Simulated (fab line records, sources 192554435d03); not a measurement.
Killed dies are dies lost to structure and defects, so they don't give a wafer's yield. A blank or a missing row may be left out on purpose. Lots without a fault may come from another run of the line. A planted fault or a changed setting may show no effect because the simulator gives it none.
A struck lot beside a sound one | flow n5_finfet | 26 steps out of a route of 1938
Sound: wafers L725.3, L725.4, L725.6. Struck: wafers L733.1, L733.3, L733.4. The cause comes at the end.
At each step with rows: each side's tool, then ch and its chambers, then its first start. Under that, the readings that differ: sound wafers | struck wafers | difference of the means | sigmas: that difference in standard deviations of wafers without a fault.
alike: readings whose means differ by less than 2 such deviations, and words and numbers that are the same on both sides. not compared: withheld readings, readings that some wafer has no value for, bounds like >300 that may hide the same value, and numbers for which the record gives no deviation and whose values overlap.
The two part at a step that has a row with sigmas, a row that says differs or no value, or rows on one side only. Numbers that don't overlap but have no deviation are shown without sigmas and don't part them. A reading that every wafer of one side lacks parts them only if that side has two wafers or more.

first, 2 steps without rows for these wafers: N5_BEOL_M4_PRE_CLEAN_56 (time 15 s); N5_BEOL_M4_DEP_57 (deposits SiCN from 3MS/NH3, target thk 8 nm, time 14 s).
N5_BEOL_M4_RS_MEAS_58: measures by four-point-probe.
  sound on film_metro-01, day 9 13:18; struck on film_metro-02, day 11 08:31
  alike: M4_RS
N5_BEOL_M4_INSPECT_59: inspects for defects (darkfield).
  sound on defect_inspect-01, day 9 13:19; struck on defect_inspect-01, day 11 08:32
  alike: raw_defect_count
N5_BEOL_M4_RC_MEAS_101:
  sound on prober-01 ch 0, day 9 13:40; struck on prober-01 ch 0, day 11 08:56
  reading   | sound                | struck               | difference | sigmas
  VT_P (mV) | -254.5 -250.8 -255.3 | -247.0 -244.8 -248.9 | +6.6       | +2
  alike: DIBL_N, DIBL_P, IOFF_N, IOFF_P, ION_N, ION_P, SS_N, SS_P, VT_N
N5_BEOL_M5_ILD_DEP_00: deposits SiCOH lowk from DEMS/porogen, target thk 140.64 nm, time 25.9 s.
  sound on pecvd-02 ch 0,2, day 9 14:19; struck on pecvd-03 ch 1,2, day 11 09:54
  alike: heater_power_w, showerhead_plenum_p_Torr, throttle_valve_pct
then, 1 step without rows for these wafers: N5_BEOL_M5_CURE_79 (cures SiCOH lowk, time 240 s).
N5_BEOL_M5_THK_MEAS_01:
  sound on film_metro-02, day 9 14:53; struck on film_metro-02, day 11 10:30
  alike: M5_ILD_THK
N5_BEOL_M5_PECVD_70: deposits SiO2 from TEOS/O2, target thk 16 nm, time 18 s.
  sound on pecvd-03 ch 0,2, day 9 14:55; struck on pecvd-02 ch 0,2, day 11 10:32
  alike: heater_power_w, showerhead_plenum_p_Torr, throttle_valve_pct
N5_BEOL_M5_HM_DEP_02: deposits TiN, target thk 20 nm.
  sound on pvd_sputter-01, day 9 15:16; struck on pvd_sputter-03, day 11 10:46
  alike: throttle_valve_pct
then, 2 steps without rows for these wafers: N5_BEOL_M5_COAT_59 (time 60 s, resist thk 60 nm); N5_BEOL_M5_COAT_60 (time 60 s, resist thk 12 nm).
N5_BEOL_M5_COAT_71: time 60 s, resist thk 5 nm.
  sound on litho_track-01 ch 0, day 9 15:24; struck on litho_track-01 ch 0, day 11 10:54
  reading              | sound                | struck               | difference | sigmas
  spin_speed_rpm (rpm) | 1500.5 1497.8 1497.5 | 1544.3 1545.7 1546.4 | +46.9      | +47
then, 6 steps without rows for these wafers: N5_BEOL_M5_COAT_05 (resist thk 30 nm); N5_BEOL_M5_EBR_07; N5_BEOL_M5_SOFTBAKE_06 (time 60 s); N5_BEOL_M5_EXPOSE_08 (exposes mask M5, target cd 28 nm); N5_BEOL_M5_PEB_09 (peb time 60 s); N5_BEOL_M5_DEVELOP_10 (develop time 30 s).
N5_BEOL_M5_CD_MEAS_11: target cd 27.74 nm.
  sound on cd_sem-03 ch 0, day 9 15:47; struck on cd_sem-03 ch 0, day 11 11:09
  alike: cd_nm
N5_BEOL_M5_OVL_MEAS_12:
  sound on overlay-02 ch 0, day 9 15:50; struck on overlay-01 ch 0, day 11 11:11
  alike: M5_OVL
N5_BEOL_M5_INSPECT_13: inspects for defects (brightfield).
  sound on defect_inspect-02, day 9 15:52; struck on defect_inspect-01, day 11 11:14
  alike: raw_defect_count
N5_BEOL_M5_DESCUM_16: chemistry O2, time 7 s.
  sound on rie_diel-05 ch 0,1,2, day 9 15:55; struck on rie_diel-04 ch 0,1,2, day 11 11:37
  alike: drypump_motor_current_A, oes_product_au, rf_vpp_V, showerhead_plenum_p_Torr, temp_c, throttle_valve_pct
  not compared: rf_hours_counter_h
N5_BEOL_M5_ETCH_72: etches underlayer in N2/H2, target depth 6.5 nm, time 5.2 s.
  sound on rie_diel-05 ch 0,1,2, day 9 15:56; struck on rie_diel-04 ch 0,1,2, day 11 11:40
  reading                  | sound             | struck           | difference | sigmas
  model.etch.depth_nm (nm) | 5.018 4.997 5.017 | 4.938 4.95 4.945 | -0.066     |
  alike: drypump_motor_current_A, etch_rf_on_time_s, oes_product_au, rf_vpp_V, showerhead_plenum_p_Torr, throttle_valve_pct
  not compared: rf_hours_counter_h
N5_BEOL_M5_ETCH_61: etches SiARC in CF4, target depth 15.6 nm, time 26 s.
  sound on rie_diel-05 ch 0,1,2, day 9 15:58; struck on rie_diel-04 ch 0,1,2, day 11 11:40
  alike: drypump_motor_current_A, etch_rf_on_time_s, oes_product_au, rf_vpp_V, showerhead_plenum_p_Torr, throttle_valve_pct
  not compared: rf_hours_counter_h
-- the record jumps here: 4 days lie between the struck wafers' starts before and after (it left off in module BEOL_M5 and takes up again in module PASSIVATION, whose first step shown is number 1936 of the route) --
N5_PASSIVATION_PROBE_49:
  the record has rows for the struck wafers here (prober-02, day 15 19:52) and none for the sound ones

WHERE THEY PART
First at N5_BEOL_M4_RC_MEAS_101; last, within this record, at N5_PASSIVATION_PROBE_49.

WHY: what the simulator had put in
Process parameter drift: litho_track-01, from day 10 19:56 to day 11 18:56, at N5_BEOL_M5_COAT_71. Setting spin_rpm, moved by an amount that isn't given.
